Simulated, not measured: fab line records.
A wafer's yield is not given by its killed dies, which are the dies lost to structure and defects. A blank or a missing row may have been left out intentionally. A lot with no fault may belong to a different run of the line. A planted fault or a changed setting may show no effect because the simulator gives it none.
3 desks, one fault | flow n5-finfet | only its own numbers are on each desk; what lay behind them is given at the end

## THE DEFECT DESK
What the inspections along the route counted, lot by lot: means of the sampled wafers that have a number. Any lot whose mean is over 4 standard deviations away from the usual mean is out of limits and marked OUT; that distance is given in the brackets.
Columns: A = raw-defect-count at N5_PASSIVATION_INSPECT_57, usual 2.0
lot  | first seen here | A
L583 | day 14 06:43    | 2.3
L581 | day 15 08:14    | 2.0
L584 | day 15 17:55    | 1.3
L589 | day 16 13:08    | 2.3
L593 | day 16 21:54    | 1.0
L598 | day 18 07:04    | 1.3
L596 | day 18 08:38    | 2.7
L599 | day 18 18:07    | 2.7
L600 | day 18 22:25    | 1.3
L602 | day 20 04:31    | 0.7
This desk's verdict: no lot among the 10 shows anything out of limits.

## TOOL OWNER'S DESK, pecvd-02
The tool's own readings at N5_PASSIVATION_PECVD_01 (deposits SiNx from SiH4/NH3/N2, target thk 200 nm, time 43.2 s): means of the sampled wafers that have a number, for each lot that ran on this tool. Any lot whose mean is over 4 standard deviations away from the usual mean is out of limits and marked OUT; that distance is given in the brackets.
Columns: A = heater-power-w at N5_PASSIVATION_PECVD_01, usual 399 W; B = showerhead-plenum-p-Torr at N5_PASSIVATION_PECVD_01, usual 8.64 Torr; C = throttle-valve-pct at N5_PASSIVATION_PECVD_01, usual 29.0 %
lot  | first seen here | A   | B    | C
L583 | day 13 22:16    | 513 | 8.59 | 29.4
L584 | day 15 07:47    | 452 | 8.75 | 29.4
L589 | day 16 03:58    | 413 | 8.67 | 29.3
L593 | day 16 14:04    | 453 | 8.68 | 29.3
This desk's verdict: no lot among the 4 shows anything out of limits.

## THE METROLOGY DESK
Lot by lot, what the gauges showed, no matter which tool ran the lot: averages of those sampled wafers that carry a number. Any lot whose mean is over 4 standard deviations away from the usual mean is out of limits and marked OUT; that distance is given in the brackets. It has 10 readings; the 7 that lie furthest out on some lot are the ones shown.
Columns: A = DIBL_P at N5_BEOL_M4_RC_MEAS_101, usual 36.4 mV/V; B = IOFF_N at N5_BEOL_M4_RC_MEAS_101, usual 0.16 nA/um; C = IOFF_P at N5_BEOL_M4_RC_MEAS_101, usual 0.22 nA/um; D = ION_N at N5_BEOL_M4_RC_MEAS_101, usual 675 uA/um; E = ION_P at N5_BEOL_M4_RC_MEAS_101, usual 463 uA/um; F = VT_N at N5_BEOL_M4_RC_MEAS_101, usual 250 mV; G = VT_P at N5_BEOL_M4_RC_MEAS_101, usual -250 mV
lot  | first seen here | A    | B    | C    | D   | E   | F   | G
L583 | day 9 17:16     | 36.3 | 0.14 | 0.18 | 671 | 456 | 251 | -254
L581 | day 10 05:23    | 34.8 | 0.13 | 0.19 | 670 | 460 | 252 | -253
L584 | day 10 10:26    | 35.5 | 0.15 | 0.20 | 679 | 462 | 253 | -251
L589 | day 11 14:42    | 38.7 | 0.19 | 0.32 | 678 | 478 | 248 | -242
L593 | day 12 15:33    | 35.8 | 0.15 | 0.20 | 681 | 458 | 250 | -252
L596 | day 13 18:07    | 34.9 | 0.13 | 0.19 | 661 | 459 | 254 | -252
L598 | day 13 20:44    | 34.4 | 0.15 | 0.20 | 676 | 461 | 250 | -248
L600 | day 14 05:22    | 32.5 | 0.10 | 0.13 | 656 | 446 | 256 | -258
L599 | day 14 11:29    | 36.8 | 0.17 | 0.22 | 677 | 467 | 247 | -249
L602 | day 15 14:51    | 35.0 | 0.13 | 0.18 | 662 | 458 | 254 | -252
This desk's verdict: no lot among the 10 shows anything out of limits.

## ALL TOGETHER
No out-of-limits result turned up at the defect desk.
The tool owner's desk saw nothing out of limits.
At the metrology desk, nothing out of limits was observed.

## WHAT THE SIMULATOR HAD INSERTED
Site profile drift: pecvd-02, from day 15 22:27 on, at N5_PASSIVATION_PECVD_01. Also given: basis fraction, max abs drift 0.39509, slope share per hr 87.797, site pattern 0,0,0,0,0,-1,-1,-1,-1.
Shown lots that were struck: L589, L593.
